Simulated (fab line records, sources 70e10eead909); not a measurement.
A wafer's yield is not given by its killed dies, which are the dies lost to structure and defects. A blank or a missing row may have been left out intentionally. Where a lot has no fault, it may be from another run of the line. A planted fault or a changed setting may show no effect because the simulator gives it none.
What tool caused it? ; flow nand-harc ; 72 wafers from 24 lots sampled at 3 of the route's 1159 steps

WHAT EACH GAUGE READ, for each wafer
NHARC_A_ZERO_WELL_INSPECT_17.
lot;measured;on;raw-defect-count
L074;day 6 23:19;defect-inspect-02;20 9 14
L075;day 7 05:10;defect-inspect-01;24 17 12
L076;day 7 05:21;defect-inspect-02;23 5 4
L077;day 7 15:48;defect-inspect-01;5 13 12
L078;day 7 16:36;defect-inspect-02;10 7 5
L080;day 7 21:49;defect-inspect-01;10 11 8
L079;day 7 22:13;defect-inspect-02;5 9 12
L081;day 8 14:48;defect-inspect-01;20 5 19
L082;day 8 17:41;defect-inspect-02;10 4 16
L083;day 8 19:08;defect-inspect-02;15 15 6
L084;day 9 08:22;defect-inspect-01;24 23 17
L085;day 9 09:57;defect-inspect-01;10 9 4
L087;day 9 18:46;defect-inspect-02;21 21 12
L086;day 10 01:08;defect-inspect-01;13 11 13
L088;day 10 08:22;defect-inspect-01;17 11 18
L089;day 10 11:05;defect-inspect-02;6 8 6
L090;day 10 21:01;defect-inspect-02;6 4 8
L092;day 10 21:37;defect-inspect-02;7 11 11
L091;day 10 22:08;defect-inspect-01;8 9 12
L094;day 11 08:02;defect-inspect-02;11 9 2
L093;day 11 09:32;defect-inspect-01;10 12 13
L095;day 11 15:51;defect-inspect-02;9 6 9
L096;day 12 01:27;defect-inspect-01;6 12 5
L097;day 12 18:17;defect-inspect-02;8 8 9

NHARC_A_CHANNEL_HOLE_D1_OVL_MEAS_11.
lot;measured;on;overlay-x-nm (nm);overlay-y-nm (nm)
L074;day 8 13:27;overlay-01;-1.1 -0.5 -1.6;1.4 1.2 1.3
L075;day 8 22:07;overlay-01;-0.5 -0.6 -0.5;0.1 0.0 -0.2
L076;day 8 22:28;overlay-02;-0.9 -0.8 -0.6;-0.5 0.4 -0.3
L077;day 9 04:40;overlay-02;0.1 0.2 0.0;0.0 0.6 0.3
L078;day 9 04:49;overlay-01;0.0 0.1 -0.1;1.2 1.4 0.9
L080;day 9 11:29;overlay-01;1.4 1.1 1.2;-0.4 0.3 -0.3
L079;day 9 11:43;overlay-02;1.1 1.0 1.2;0.4 1.2 0.5
L081;day 10 04:31;overlay-01;-0.7 -1.3 -1.0;0.9 1.1 0.7
L082;day 10 04:49;overlay-01;-2.1 -1.9 -1.3;0.7 0.2 0.0
L083;day 10 09:08;overlay-02;1.2 1.8 1.0;-0.3 -0.1 -0.6
L084;day 10 20:13;overlay-01;-1.1 -1.4 -1.4;-0.4 -0.1 -0.9
L085;day 10 21:31;overlay-01;-1.8 -1.8 -1.6;0.6 0.8 0.3
L087;day 11 06:59;overlay-01;0.5 -0.2 -0.3;-1.1 -1.0 -0.9
L086;day 11 17:19;overlay-02;0.8 1.1 1.1;0.5 0.2 0.4
L088;day 12 00:02;overlay-01;1.3 0.7 0.7;0.8 0.5 0.6
L089;day 11 23:41;overlay-01;-1.1 -0.6 -1.1;0.0 -0.6 -0.3
L090;day 12 11:12;overlay-02;0.1 0.1 0.8;-1.0 -1.0 -1.1
L092;day 12 10:37;overlay-01;2.1 1.4 1.2;-0.7 -0.3 -0.6
L091;day 12 09:47;overlay-01;2.4 2.6 2.4;-1.3 -0.6 -1.2
L094;day 12 23:59;overlay-01;1.0 0.5 1.2;-1.2 -0.7 -0.9
L093;day 13 00:55;overlay-02;1.0 1.6 1.2;-1.2 -0.3 -1.0
L095;day 13 06:50;overlay-02;0.5 0.8 1.1;0.3 0.2 0.5
L096;day 13 19:20;overlay-02;0.1 -0.2 0.4;-1.0 -0.3 -0.5
L097;day 14 06:58;overlay-01;-0.3 -0.3 0.0;0.5 1.0 1.2

TOOL THAT RAN EACH LOT (tool first, then ch and the chambers of the sampled wafers, then the start)
lot;NHARC_P_BONDPAD_PRE_CLEAN_26
L074;pvd-sputter-02, day 6 23:19 or earlier
L075;pvd-sputter-02, day 7 05:10 or earlier
L076;pvd-sputter-01, day 7 05:21 or earlier
L077;pvd-sputter-02, day 7 15:48 or earlier
L078;pvd-sputter-03, day 7 16:36 or earlier
L080;pvd-sputter-03, day 7 21:49 or earlier
L079;pvd-sputter-02, day 7 22:13 or earlier
L081;pvd-sputter-02, day 8 14:48 or earlier
L082;pvd-sputter-02, day 8 17:41 or earlier
L083;pvd-sputter-02, day 8 19:08 or earlier
L084;pvd-sputter-01, day 9 08:22 or earlier
L085;pvd-sputter-02, day 9 09:57 or earlier
L087;pvd-sputter-02, day 9 18:46 or earlier
L086;pvd-sputter-01, day 10 01:08 or earlier
L088;pvd-sputter-03, day 10 08:22 or earlier
L089;pvd-sputter-03, day 10 11:05 or earlier
L090;pvd-sputter-01, day 10 21:01 or earlier
L092;pvd-sputter-03, day 10 21:37 or earlier
L091;pvd-sputter-03, day 10 22:08 or earlier
L094;pvd-sputter-02, day 11 08:02 or earlier
L093;pvd-sputter-03, day 11 09:32 or earlier
L095;pvd-sputter-02, day 11 15:51 or earlier
L096;pvd-sputter-01, day 12 01:27 or earlier
L097;pvd-sputter-03, day 12 18:17 or earlier
- NHARC_P_BONDPAD_PRE_CLEAN_26: time 30 s.

WHAT THE TOOLS THEMSELVES READ (means of the sampled wafers that have a number; where no wafer has one, the mark that the record gives instead)
NHARC_P_BONDPAD_PRE_CLEAN_26.
lot;tool;heater-power-w (W)
L074;pvd-sputter-02;416
L075;pvd-sputter-02;385
L076;pvd-sputter-01;446
L077;pvd-sputter-02;416
L078;pvd-sputter-03;383
L080;pvd-sputter-03;427
L079;pvd-sputter-02;414
L081;pvd-sputter-02;432
L082;pvd-sputter-02;421
L083;pvd-sputter-02;378
L084;pvd-sputter-01;472
L085;pvd-sputter-02;389
L087;pvd-sputter-02;389
L086;pvd-sputter-01;458
L088;pvd-sputter-03;515
L089;pvd-sputter-03;446
L090;pvd-sputter-01;438
L092;pvd-sputter-03;468
L091;pvd-sputter-03;459
L094;pvd-sputter-02;416
L093;pvd-sputter-03;468
L095;pvd-sputter-02;441
L096;pvd-sputter-01;467
L097;pvd-sputter-03;476

THE ANSWER, worked out from the rows above alone
Rule: the lots themselves supply what counts as usual. Put in order of their means at a reading, lots are off if they are a third of the lots or fewer, leave a main group of 4 or more, and stand apart from it by a gap of 3 or more times the standard deviation of the main group's means; of several such gaps the widest counts. If all means in a main group match to the digits the tables above print for the reading, that group is not used. A lot without any number at a reading at which 4 lots or more have one is off too. All remaining lots with rows at the step are treated as sound. Order of review: gauges by route order, followed by the tools' own readings, for which a lot's mean as printed above is used. The first step at which some lot is off is used, and at that step the reading that is off furthest; a lot without a number counts as furthest.
None of the lots is off at any reading shown; this tells nothing.

WHAT HAD BEEN PUT IN BY THE SIMULATOR
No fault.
